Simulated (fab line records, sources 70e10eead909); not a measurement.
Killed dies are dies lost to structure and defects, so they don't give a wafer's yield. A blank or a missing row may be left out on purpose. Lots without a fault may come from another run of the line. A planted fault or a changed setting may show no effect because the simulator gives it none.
Which tool did it? | flow nand_harc | 24 lots, 72 wafers sampled, at 6 steps of a route of 1302

WHAT THE GAUGES READ, wafer by wafer
The record holds no reading of a measuring or inspecting step that can be judged against a usual standard deviation.

WHICH TOOL RAN EACH LOT (tool, then ch and the chambers of the sampled wafers, then the start)
lot  | NHARC_A_STAIRCASE_ETCH_19                     | NHARC_A_STAIRCASE_TRIM_22                     | NHARC_A_STAIRCASE_ETCH_188                    | NHARC_A_STAIRCASE_STRIP_205          | NHARC_A_STAIRCASE_DESCUM_219       | NHARC_A_STAIRCASE_TRIM_220
L074 | rie_diel-09 ch 1,2, day 16 05:58 or earlier   | rie_diel-09 ch 1,2, day 16 05:58 or earlier   | rie_diel-09 ch 0,1,3, day 16 05:58 or earlier | plasma_asher-01 ch 1, day 16 05:58   | rie_diel-09 ch 1,2,3, day 16 07:29 | rie_diel-09 ch 1,2, day 16 07:34
L075 | rie_diel-01 ch 1,2,3, day 16 18:35 or earlier | rie_diel-09 ch 0,2,3, day 16 18:35 or earlier | rie_diel-09 ch 1,2,3, day 16 18:35 or earlier | plasma_asher-01 ch 0, day 16 18:35   | rie_diel-01 ch 1,2,3, day 16 20:04 | rie_diel-01 ch 1,3, day 16 20:08
L076 | rie_diel-04 ch 0,1,3, day 16 18:47 or earlier | rie_diel-01 ch 0,2,3, day 16 18:47 or earlier | rie_diel-04 ch 1,2,3, day 16 18:47 or earlier | plasma_asher-02 ch 0,1, day 16 18:47 | rie_diel-09 ch 0,2,3, day 16 20:18 | rie_diel-09 ch 0,2,3, day 16 20:23
L078 | rie_diel-04 ch 0,1,3, day 18 05:23 or earlier | rie_diel-04 ch 0,1, day 18 05:23 or earlier   | rie_diel-01 ch 0,1, day 18 05:23 or earlier   | plasma_asher-02 ch 0,1, day 18 05:23 | rie_diel-09 ch 1,2,3, day 18 06:49 | rie_diel-09 ch 0,2,3, day 18 06:54
L080 | rie_diel-09 ch 1,2,3, day 18 07:56 or earlier | rie_diel-09 ch 0,2,3, day 18 07:56 or earlier | rie_diel-09 ch 0,1,2, day 18 07:56 or earlier | plasma_asher-01 ch 0,1, day 18 07:56 | rie_diel-04 ch 0,2,3, day 18 09:32 | rie_diel-04 ch 0,1,3, day 18 09:37
L079 | rie_diel-09 ch 1,2,3, day 18 13:45 or earlier | rie_diel-09 ch 1,2,3, day 18 13:45 or earlier | rie_diel-09 ch 0,1,2, day 18 13:45 or earlier | plasma_asher-02 ch 0,1, day 18 13:45 | rie_diel-01 ch 0,1,2, day 18 15:16 | rie_diel-01 ch 0,1, day 18 15:22
L077 | rie_diel-01 ch 0,2, day 18 14:10 or earlier   | rie_diel-01 ch 0,1,2, day 18 14:10 or earlier | rie_diel-04 ch 0,1,2, day 18 14:10 or earlier | plasma_asher-02 ch 0,1, day 18 14:10 | rie_diel-04 ch 0,1,3, day 18 15:39 | rie_diel-04 ch 0,1,2, day 18 15:46
L082 | rie_diel-04 ch 0,3, day 18 22:55 or earlier   | rie_diel-04 ch 0,2, day 18 22:55 or earlier   | rie_diel-01 ch 0,1,3, day 18 22:55 or earlier | plasma_asher-01 ch 0,1, day 18 22:55 | rie_diel-09 ch 0,1,2, day 19 00:16 | rie_diel-09 ch 0,1,2, day 19 00:22
L081 | rie_diel-04 ch 0,1,3, day 18 23:15 or earlier | rie_diel-09 ch 1,2,3, day 18 23:15 or earlier | rie_diel-01 ch 0,2,3, day 18 23:15 or earlier | plasma_asher-01 ch 0,1, day 18 23:15 | rie_diel-01 ch 1,3, day 19 00:41   | rie_diel-01 ch 0,1,3, day 19 00:46
L083 | rie_diel-01 ch 1,2, day 20 11:45 or earlier   | rie_diel-01 ch 1,2,3, day 20 11:45 or earlier | rie_diel-04 ch 2,3, day 20 11:45 or earlier   | plasma_asher-02 ch 0, day 20 11:45   | rie_diel-09 ch 0,1,3, day 20 13:17 | rie_diel-09 ch 0,2,3, day 20 13:22
L086 | rie_diel-04 ch 0,2,3, day 20 12:04 or earlier | rie_diel-04 ch 0,1,2, day 20 12:04 or earlier | rie_diel-09 ch 0,1,2, day 20 12:04 or earlier | plasma_asher-01 ch 0,1, day 20 12:04 | rie_diel-04 ch 0,1,2, day 20 13:36 | rie_diel-04 ch 0,2, day 20 13:41
L084 | rie_diel-04 ch 0,1, day 20 16:43 or earlier   | rie_diel-09 ch 0,2,3, day 20 16:43 or earlier | rie_diel-04 ch 0,1,2, day 20 16:43 or earlier | plasma_asher-01 ch 0,1, day 20 16:43 | rie_diel-04 ch 0,2, day 20 18:13   | rie_diel-04 ch 1,2, day 20 18:20
L085 | rie_diel-04 ch 0,1,2, day 20 17:04 or earlier | rie_diel-01 ch 0,1, day 20 17:04 or earlier   | rie_diel-01 ch 2,3, day 20 17:04 or earlier   | plasma_asher-02 ch 0, day 20 17:04   | rie_diel-01 ch 0,2, day 20 18:32   | rie_diel-01 ch 1,2, day 20 18:38
L087 | rie_diel-09 ch 1,2,3, day 21 21:25 or earlier | rie_diel-01 ch 2,3, day 21 21:25 or earlier   | rie_diel-09 ch 0,3, day 21 21:25 or earlier   | plasma_asher-02 ch 1, day 21 21:25   | rie_diel-01 ch 1,2, day 21 22:56   | rie_diel-01 ch 2,3, day 21 23:01
L088 | rie_diel-04 ch 0,3, day 22 08:39 or earlier   | rie_diel-09 ch 2,3, day 22 08:39 or earlier   | rie_diel-01 ch 0,1,2, day 22 08:39 or earlier | plasma_asher-01 ch 0,1, day 22 08:39 | rie_diel-04 ch 0,1,3, day 22 09:56 | rie_diel-04 ch 0,1,2, day 22 10:01
L089 | rie_diel-04 ch 2,3, day 22 09:42 or earlier   | rie_diel-01 ch 0,1,2, day 22 09:42 or earlier | rie_diel-09 ch 0,1, day 22 09:42 or earlier   | plasma_asher-01 ch 0,1, day 22 09:42 | rie_diel-01 ch 1,2,3, day 22 11:11 | rie_diel-01 ch 0,1, day 22 11:16
L091 | rie_diel-09 ch 2,3, day 22 17:22 or earlier   | rie_diel-01 ch 0,1,2, day 22 17:22 or earlier | rie_diel-04 ch 2,3, day 22 17:22 or earlier   | plasma_asher-02 ch 0,1, day 22 17:22 | rie_diel-01 ch 0,1,3, day 22 18:52 | rie_diel-01 ch 0,1,2, day 22 18:56
L090 | rie_diel-01 ch 0,2,3, day 23 00:03 or earlier | rie_diel-09 ch 0,1,3, day 23 00:03 or earlier | rie_diel-04 ch 1,3, day 23 00:03 or earlier   | plasma_asher-01 ch 0,1, day 23 00:03 | rie_diel-04 ch 0,2, day 23 01:32   | rie_diel-04 ch 1,3, day 23 01:37
L092 | rie_diel-04 ch 0,1, day 23 08:35 or earlier   | rie_diel-01 ch 0,1, day 23 08:35 or earlier   | rie_diel-04 ch 0,2,3, day 23 08:35 or earlier | plasma_asher-02 ch 0,1, day 23 08:35 | rie_diel-01 ch 0,1,2, day 23 10:05 | rie_diel-01 ch 0,2,3, day 23 10:11
L093 | rie_diel-04 ch 0,2,3, day 24 18:04 or earlier | rie_diel-09 ch 0,1,2, day 24 18:04 or earlier | rie_diel-04 ch 0,2,3, day 24 18:04 or earlier | plasma_asher-01 ch 0,1, day 24 18:04 | rie_diel-09 ch 0,1,3, day 24 19:28 | rie_diel-09 ch 0,1,2, day 24 19:35
L096 | rie_diel-01 ch 0,2,3, day 25 08:10 or earlier | rie_diel-09 ch 0,1,2, day 25 08:10 or earlier | rie_diel-01 ch 0,1,3, day 25 08:10 or earlier | plasma_asher-01 ch 0,1, day 25 08:10 | rie_diel-01 ch 0,2,3, day 25 09:40 | rie_diel-01 ch 1,2,3, day 25 09:49
L094 | rie_diel-04 ch 0,2, day 25 06:39 or earlier   | rie_diel-01 ch 1,2,3, day 25 06:39 or earlier | rie_diel-09 ch 1,2,3, day 25 06:39 or earlier | plasma_asher-01 ch 0,1, day 25 06:39 | rie_diel-04 ch 1,2,3, day 25 08:07 | rie_diel-04 ch 1,2,3, day 25 08:12
L095 | rie_diel-09 ch 2,3, day 25 13:47 or earlier   | rie_diel-01 ch 0,1,3, day 25 13:47 or earlier | rie_diel-09 ch 0,1, day 25 13:47 or earlier   | plasma_asher-01 ch 0,1, day 25 13:47 | rie_diel-09 ch 0,1,2, day 25 15:28 | rie_diel-09 ch 0,1,3, day 25 15:35
L097 | rie_diel-09 ch 1,2,3, day 26 11:32 or earlier | rie_diel-09 ch 0,3, day 26 11:32 or earlier   | rie_diel-01 ch 1,2,3, day 26 11:32 or earlier | plasma_asher-01 ch 0,1, day 26 11:32 | rie_diel-09 ch 0,2,3, day 26 12:58 | rie_diel-09 ch 1,2, day 26 13:03
- NHARC_A_STAIRCASE_ETCH_19: etches the open film in C4F8/O2, target depth 100 nm, time 40.5 s.
- NHARC_A_STAIRCASE_TRIM_22: chemistry O2, time 211.2 s.
- NHARC_A_STAIRCASE_ETCH_188: etches the open film in C4F8/O2, target depth 100 nm, time 40.5 s.
- NHARC_A_STAIRCASE_STRIP_205: strips in O2.
- NHARC_A_STAIRCASE_DESCUM_219: chemistry O2, time 3 s.
- NHARC_A_STAIRCASE_TRIM_220: chemistry O2, time 211.2 s.

WHAT THE TOOLS THEMSELVES READ (means of the sampled wafers that have a number; where no wafer has one, the mark that the record gives instead)
NHARC_A_STAIRCASE_ETCH_19. Usual: oes_product_au 0.944 a.u., standard deviation 0.011; rf_vpp_V 897 V, standard deviation 4.4.
lot  | tool        | oes_product_au (a.u.) | rf_vpp_V (V) | flag
L074 | rie_diel-09 | 0.956                 | 897          |
L075 | rie_diel-01 | 0.944                 | 896          |
L076 | rie_diel-04 | 0.948                 | 898          |
L078 | rie_diel-04 | 0.936                 | 898          |
L080 | rie_diel-09 | 0.952                 | 899          |
L079 | rie_diel-09 | 0.958                 | 899          |
L077 | rie_diel-01 | 0.946                 | 902          |
L082 | rie_diel-04 | 0.920                 | 895          |
L081 | rie_diel-04 | 0.942                 | 898          |
L083 | rie_diel-01 | 0.936                 | 898          |
L086 | rie_diel-04 | 0.944                 | 895          |
L084 | rie_diel-04 | 0.932                 | 902          |
L085 | rie_diel-04 | 0.936                 | 899          |
L087 | rie_diel-09 | 0.954                 | 898          |
L088 | rie_diel-04 | 0.940                 | 894          |
L089 | rie_diel-04 | 0.945                 | 895          |
L091 | rie_diel-09 | 0.941                 | 897          |
L090 | rie_diel-01 | 0.947                 | 897          |
L092 | rie_diel-04 | 0.949                 | 899          |
L093 | rie_diel-04 | 0.939                 | 895          |
L096 | rie_diel-01 | 0.944                 | 896          |
L094 | rie_diel-04 | 0.942                 | 898          |
L095 | rie_diel-09 | 0.952                 | 899          |
L097 | rie_diel-09 | 0.943                 | 898          |

NHARC_A_STAIRCASE_TRIM_22. Usual: drypump_motor_current_A 5.9 A, standard deviation 0.51; oes_product_au 1.004 a.u., standard deviation 0.01; rf_vpp_V 57.8 V, standard deviation 0.88; showerhead_plenum_p_Torr 3.56 Torr, standard deviation 0.14; throttle_valve_pct 17.035 %, standard deviation 0.0095.
lot  | tool        | drypump_motor_current_A (A) | oes_product_au (a.u.) | rf_vpp_V (V) | showerhead_plenum_p_Torr (Torr) | throttle_valve_pct (%) | flag
L074 | rie_diel-09 | 6.3                         | 1.009                 | 57.6         | 3.58                            | 17.041                 |
L075 | rie_diel-09 | 5.9                         | 1.002                 | 56.9         | 3.52                            | 17.032                 |
L076 | rie_diel-01 | 5.9                         | 1.010                 | 57.5         | 3.59                            | 17.029                 |
L078 | rie_diel-04 | 5.3                         | 1.000                 | 59.2         | 3.68                            | 17.030                 |
L080 | rie_diel-09 | 5.9                         | 1.008                 | 58.1         | 3.51                            | 17.035                 |
L079 | rie_diel-09 | 6.0                         | 1.010                 | 58.1         | 3.60                            | 17.025                 |
L077 | rie_diel-01 | 5.7                         | 1.004                 | 58.0         | 3.67                            | 17.033                 |
L082 | rie_diel-04 | 5.4                         | 0.998                 | 58.1         | 3.58                            | 17.027                 |
L081 | rie_diel-09 | 6.0                         | 1.007                 | 57.0         | 3.60                            | 17.052                 |
L083 | rie_diel-01 | 5.9                         | 0.997                 | 57.8         | 3.52                            | 17.038                 |
L086 | rie_diel-04 | 5.4                         | 1.004                 | 58.0         | 3.63                            | 17.033                 |
L084 | rie_diel-09 | 5.9                         | 1.010                 | 58.0         | 3.50                            | 17.031                 |
L085 | rie_diel-01 | 5.2                         | 1.012                 | 57.4         | 3.71                            | 17.035                 |
L087 | rie_diel-01 | 6.2                         | 0.998                 | 58.1         | 3.43                            | 17.033                 |
L088 | rie_diel-09 | 5.7                         | 1.007                 | 58.3         | 3.61                            | 17.033                 |
L089 | rie_diel-01 | 5.7                         | 0.998                 | 56.8         | 3.65                            | 17.035                 |
L091 | rie_diel-01 | 5.7                         | 1.007                 | 58.4         | 3.65                            | 17.033                 |
L090 | rie_diel-09 | 6.2                         | 1.003                 | 58.0         | 3.51                            | 17.035                 |
L092 | rie_diel-01 | 5.3                         | 1.004                 | 58.2         | 3.70                            | 17.040                 |
L093 | rie_diel-09 | 6.2                         | 1.008                 | 57.2         | 3.46                            | 17.041                 |
L096 | rie_diel-09 | 6.2                         | 1.011                 | 58.0         | 3.46                            | 17.029                 |
L094 | rie_diel-01 | 5.9                         | 0.996                 | 57.8         | 3.50                            | 17.041                 |
L095 | rie_diel-01 | 5.5                         | 1.001                 | 58.3         | 3.55                            | 17.032                 |
L097 | rie_diel-09 | 6.0                         | 0.999                 | 57.2         | 3.41                            | 17.035                 |

NHARC_A_STAIRCASE_ETCH_188. Usual: oes_product_au 0.943 a.u., standard deviation 0.014; rf_vpp_V 897 V, standard deviation 4.6.
lot  | tool        | oes_product_au (a.u.) | rf_vpp_V (V) | flag
L074 | rie_diel-09 | 0.928                 | 897          |
L075 | rie_diel-09 | 0.956                 | 898          |
L076 | rie_diel-04 | 0.937                 | 899          |
L078 | rie_diel-01 | 0.946                 | 902          |
L080 | rie_diel-09 | 0.948                 | 895          |
L079 | rie_diel-09 | 0.949                 | 895          |
L077 | rie_diel-04 | 0.934                 | 899          |
L082 | rie_diel-01 | 0.956                 | 897          |
L081 | rie_diel-01 | 0.946                 | 898          |
L083 | rie_diel-04 | 0.920                 | 894          |
L086 | rie_diel-09 | 0.945                 | 895          |
L084 | rie_diel-04 | 0.926                 | 900          |
L085 | rie_diel-01 | 0.965                 | 895          |
L087 | rie_diel-09 | 0.956                 | 896          |
L088 | rie_diel-01 | 0.952                 | 900          |
L089 | rie_diel-09 | 0.959                 | 894          |
L091 | rie_diel-04 | 0.950                 | 894          |
L090 | rie_diel-04 | 0.937                 | 896          |
L092 | rie_diel-04 | 0.925                 | 896          |
L093 | rie_diel-04 | 0.920                 | 896          |
L096 | rie_diel-01 | 0.945                 | 897          |
L094 | rie_diel-09 | 0.954                 | 897          |
L095 | rie_diel-09 | 0.942                 | 894          |
L097 | rie_diel-01 | 0.956                 | 895          |

NHARC_A_STAIRCASE_STRIP_205. Usual: drypump_motor_current_A 5.6 A, standard deviation 0.34; heater_power_w 332 W, standard deviation 12; temp_c 249.97 C, standard deviation 0.19.
lot  | tool            | drypump_motor_current_A (A) | heater_power_w (W) | temp_c (C) | flag
L074 | plasma_asher-01 | 5.2                         | 335                | 249.99     |
L075 | plasma_asher-01 | 5.8                         | 317                | 250.04     |
L076 | plasma_asher-02 | 5.9                         | 333                | 249.94     |
L078 | plasma_asher-02 | 5.9                         | 339                | 249.88     |
L080 | plasma_asher-01 | 5.6                         | 323                | 249.84     |
L079 | plasma_asher-02 | 5.9                         | 342                | 250.00     |
L077 | plasma_asher-02 | 5.9                         | 344                | 250.05     |
L082 | plasma_asher-01 | 5.6                         | 322                | 250.19     |
L081 | plasma_asher-01 | 5.6                         | 327                | 249.91     |
L083 | plasma_asher-02 | 5.4                         | 344                | 249.92     |
L086 | plasma_asher-01 | 5.4                         | 329                | 249.94     |
L084 | plasma_asher-01 | 5.4                         | 329                | 250.09     |
L085 | plasma_asher-02 | 5.4                         | 343                | 250.02     |
L087 | plasma_asher-02 | 6.1                         | 340                | 249.84     |
L088 | plasma_asher-01 | 5.4                         | 330                | 249.66     |
L089 | plasma_asher-01 | 5.4                         | 328                | 250.09     |
L091 | plasma_asher-02 | 5.9                         | 340                | 250.09     |
L090 | plasma_asher-01 | 5.6                         | 325                | 249.96     |
L092 | plasma_asher-02 | 5.6                         | 339                | 249.71     |
L093 | plasma_asher-01 | 5.4                         | 332                | 249.98     |
L096 | plasma_asher-01 | 5.4                         | 328                | 249.87     |
L094 | plasma_asher-01 | 5.4                         | 333                | 250.27     |
L095 | plasma_asher-01 | 5.4                         | 332                | 249.91     |
L097 | plasma_asher-01 | 5.4                         | 337                | 250.08     |

NHARC_A_STAIRCASE_DESCUM_219. Usual: drypump_motor_current_A 5.8 A, standard deviation 0.53; oes_product_au 1.003 a.u., standard deviation 0.0095; rf_vpp_V 57.8 V, standard deviation 0.86; showerhead_plenum_p_Torr 1.94 Torr, standard deviation 0.073; throttle_valve_pct 11.311 %, standard deviation 0.0087.
lot  | tool        | drypump_motor_current_A (A) | oes_product_au (a.u.) | rf_vpp_V (V) | showerhead_plenum_p_Torr (Torr) | throttle_valve_pct (%) | flag
L074 | rie_diel-09 | 6.0                         | 1.016                 | 57.9         | 1.96                            | 11.299                 |
L075 | rie_diel-01 | 5.9                         | 1.011                 | 57.5         | 1.91                            | 11.313                 |
L076 | rie_diel-09 | 5.9                         | 1.002                 | 58.8         | 1.91                            | 11.304                 |
L078 | rie_diel-09 | 6.0                         | 1.008                 | 58.5         | 1.96                            | 11.312                 |
L080 | rie_diel-04 | 5.7                         | 0.998                 | 57.9         | 1.92                            | 11.303                 |
L079 | rie_diel-01 | 5.7                         | 0.997                 | 58.1         | 1.99                            | 11.309                 |
L077 | rie_diel-04 | 5.6                         | 0.998                 | 56.7         | 1.95                            | 11.306                 |
L082 | rie_diel-09 | 6.2                         | 1.006                 | 57.9         | 1.89                            | 11.308                 |
L081 | rie_diel-01 | 5.4                         | 1.000                 | 58.4         | 1.91                            | 11.314                 |
L083 | rie_diel-09 | 6.2                         | 0.994                 | 58.4         | 1.91                            | 11.311                 |
L086 | rie_diel-04 | 5.4                         | 1.007                 | 57.8         | 1.97                            | 11.317                 |
L084 | rie_diel-04 | 5.3                         | 1.000                 | 57.8         | 1.94                            | 11.317                 |
L085 | rie_diel-01 | 5.7                         | 1.011                 | 57.8         | 2.02                            | 11.318                 |
L087 | rie_diel-01 | 5.6                         | 0.997                 | 58.1         | 1.95                            | 11.315                 |
L088 | rie_diel-04 | 5.6                         | 1.003                 | 57.6         | 1.94                            | 11.311                 |
L089 | rie_diel-01 | 5.9                         | 1.001                 | 57.4         | 1.90                            | 11.316                 |
L091 | rie_diel-01 | 5.5                         | 1.004                 | 57.9         | 1.93                            | 11.315                 |
L090 | rie_diel-04 | 5.3                         | 1.003                 | 57.0         | 1.93                            | 11.300                 |
L092 | rie_diel-01 | 5.7                         | 1.003                 | 57.5         | 1.98                            | 11.310                 |
L093 | rie_diel-09 | 6.2                         | 1.001                 | 58.0         | 1.90                            | 11.318                 |
L096 | rie_diel-01 | 5.9                         | 1.008                 | 56.9         | 1.93                            | 11.308                 |
L094 | rie_diel-04 | 5.7                         | 0.994                 | 58.1         | 1.93                            | 11.306                 |
L095 | rie_diel-09 | 6.2                         | 1.011                 | 58.4         | 1.87                            | 11.308                 |
L097 | rie_diel-09 | 5.9                         | 1.003                 | 57.0         | 1.89                            | 11.314                 |

NHARC_A_STAIRCASE_TRIM_220. Usual: drypump_motor_current_A 5.8 A, standard deviation 0.53; oes_product_au 1.002 a.u., standard deviation 0.011; rf_vpp_V 57.9 V, standard deviation 0.92; showerhead_plenum_p_Torr 3.56 Torr, standard deviation 0.13; throttle_valve_pct 17.036 %, standard deviation 0.0099.
lot  | tool        | drypump_motor_current_A (A) | oes_product_au (a.u.) | rf_vpp_V (V) | showerhead_plenum_p_Torr (Torr) | throttle_valve_pct (%) | flag
L074 | rie_diel-09 | 6.1                         | 1.014                 | 58.4         | 3.57                            | 17.049                 |
L075 | rie_diel-01 | 5.4                         | 1.006                 | 57.4         | 3.53                            | 17.033                 |
L076 | rie_diel-09 | 5.9                         | 1.007                 | 57.5         | 3.52                            | 17.040                 |
L078 | rie_diel-09 | 5.9                         | 1.009                 | 57.4         | 3.51                            | 17.032                 |
L080 | rie_diel-04 | 5.7                         | 0.998                 | 58.5         | 3.59                            | 17.042                 |
L079 | rie_diel-01 | 5.2                         | 1.000                 | 58.3         | 3.66                            | 17.032                 |
L077 | rie_diel-04 | 5.4                         | 1.000                 | 57.5         | 3.63                            | 17.033                 |
L082 | rie_diel-09 | 6.2                         | 1.005                 | 57.3         | 3.48                            | 17.032                 |
L081 | rie_diel-01 | 5.5                         | 0.995                 | 58.4         | 3.57                            | 17.043                 |
L083 | rie_diel-09 | 5.9                         | 1.000                 | 57.6         | 3.50                            | 17.038                 |
L086 | rie_diel-04 | 5.5                         | 0.988                 | 58.5         | 3.58                            | 17.030                 |
L084 | rie_diel-04 | 5.4                         | 1.004                 | 57.1         | 3.67                            | 17.036                 |
L085 | rie_diel-01 | 5.6                         | 0.991                 | 57.9         | 3.60                            | 17.031                 |
L087 | rie_diel-01 | 6.2                         | 1.004                 | 57.9         | 3.43                            | 17.039                 |
L088 | rie_diel-04 | 5.4                         | 1.001                 | 57.0         | 3.61                            | 17.037                 |
L089 | rie_diel-01 | 5.3                         | 1.007                 | 57.5         | 3.70                            | 17.033                 |
L091 | rie_diel-01 | 5.7                         | 0.997                 | 58.0         | 3.65                            | 17.036                 |
L090 | rie_diel-04 | 6.0                         | 0.994                 | 59.3         | 3.52                            | 17.029                 |
L092 | rie_diel-01 | 5.9                         | 1.006                 | 58.1         | 3.56                            | 17.034                 |
L093 | rie_diel-09 | 6.2                         | 1.011                 | 56.8         | 3.46                            | 17.036                 |
L096 | rie_diel-01 | 5.9                         | 1.002                 | 57.8         | 3.50                            | 17.029                 |
L094 | rie_diel-04 | 5.8                         | 0.994                 | 58.3         | 3.56                            | 17.037                 |
L095 | rie_diel-09 | 6.2                         | 1.011                 | 57.2         | 3.50                            | 17.029                 |
L097 | rie_diel-09 | 6.1                         | 1.009                 | 57.5         | 3.52                            | 17.033                 |

THE ANSWER, worked out from the rows above alone
Rule: a lot is off if the mean of its wafers that have a number lies more than 3 standard deviations from the usual mean. A lot without any number at a reading at which 4 lots or more have one is off too. The other lots that the step has rows for count as sound. The gauges are gone through in route order, then the tools' own readings, and for those a lot's mean is taken as printed above. The first step at which some lot is off is used, and at that step the reading that is off furthest; a lot without a number counts as furthest.
No lot is off at any reading shown: from this, nothing can be told.

WHAT THE SIMULATOR HAD PUT IN
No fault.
